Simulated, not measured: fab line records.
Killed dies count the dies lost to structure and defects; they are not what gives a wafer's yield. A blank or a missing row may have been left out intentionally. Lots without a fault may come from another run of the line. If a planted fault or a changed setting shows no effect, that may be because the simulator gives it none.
Which tool did it? + flow nand_harc + 18 wafers from 6 lots sampled at 2 of the route's 1302 steps

== WHAT THE GAUGES READ, wafer by wafer ==
NHARC_THIN_TSV_CD_MEAS_12: target cd 1000 nm.
| lot  | measured     | on        | cd_nm (nm)           |
|------|--------------|-----------|----------------------|
| L914 | day 25 12:39 | cd_sem-02 | 1002.6 1001.2 1001.4 |
| L917 | day 25 14:56 | cd_sem-02 | 1000.1 1004.5 1003.9 |
| L920 | day 25 17:28 | cd_sem-01 | 1000.7 1001.1 1002.0 |
| L921 | day 27 18:11 | cd_sem-03 | 1003.9 1002.8 1001.8 |
| L926 | day 28 14:01 | cd_sem-01 | 1001.8 1003.3 1002.0 |
| L937 | day 33 22:31 | cd_sem-01 | 1000.9 1001.3 1001.5 |

== WHAT TOOL EACH LOT RAN ON (gives the tool, then ch and the chambers of the sampled wafers, and finally the start) ==
| lot  | NHARC_A_M1_ETCH_28                 |
|------|------------------------------------|
| L914 | rie_diel-08 ch 1,2,3, day 23 09:15 |
| L917 | rie_diel-13 ch 0,2,3, day 24 10:18 |
| L920 | rie_diel-08 ch 1,2, day 24 19:35   |
| L921 | rie_diel-13 ch 0,1,3, day 26 20:14 |
| L926 | rie_diel-08 ch 1,2,3, day 27 19:12 |
| L937 | rie_diel-13 ch 0,1,3, day 33 02:32 |
- NHARC_A_M1_ETCH_28: etches the open film in CF4/N2, target depth 30 nm, time 72.99 s.

== THE ANSWER, worked out from the rows above alone ==
Rule: the usual values come from the lots themselves. The widest of any qualifying gaps counts: lots, ordered by their means at a reading, are off when they make up no more than a third of the lots, leave a main group of 4 or more, and stand apart from it by 3 or more times the standard deviation of that group's means. Not used: any main group whose means are identical at the precision the tables above print for the reading. Also off: a lot with no number at a reading for which 4 or more lots have one. Any other lot the step has rows for is counted as sound.
No lot is off at any reading shown: from this, nothing can be told.

== WHAT WAS PUT IN BY THE SIMULATOR ==
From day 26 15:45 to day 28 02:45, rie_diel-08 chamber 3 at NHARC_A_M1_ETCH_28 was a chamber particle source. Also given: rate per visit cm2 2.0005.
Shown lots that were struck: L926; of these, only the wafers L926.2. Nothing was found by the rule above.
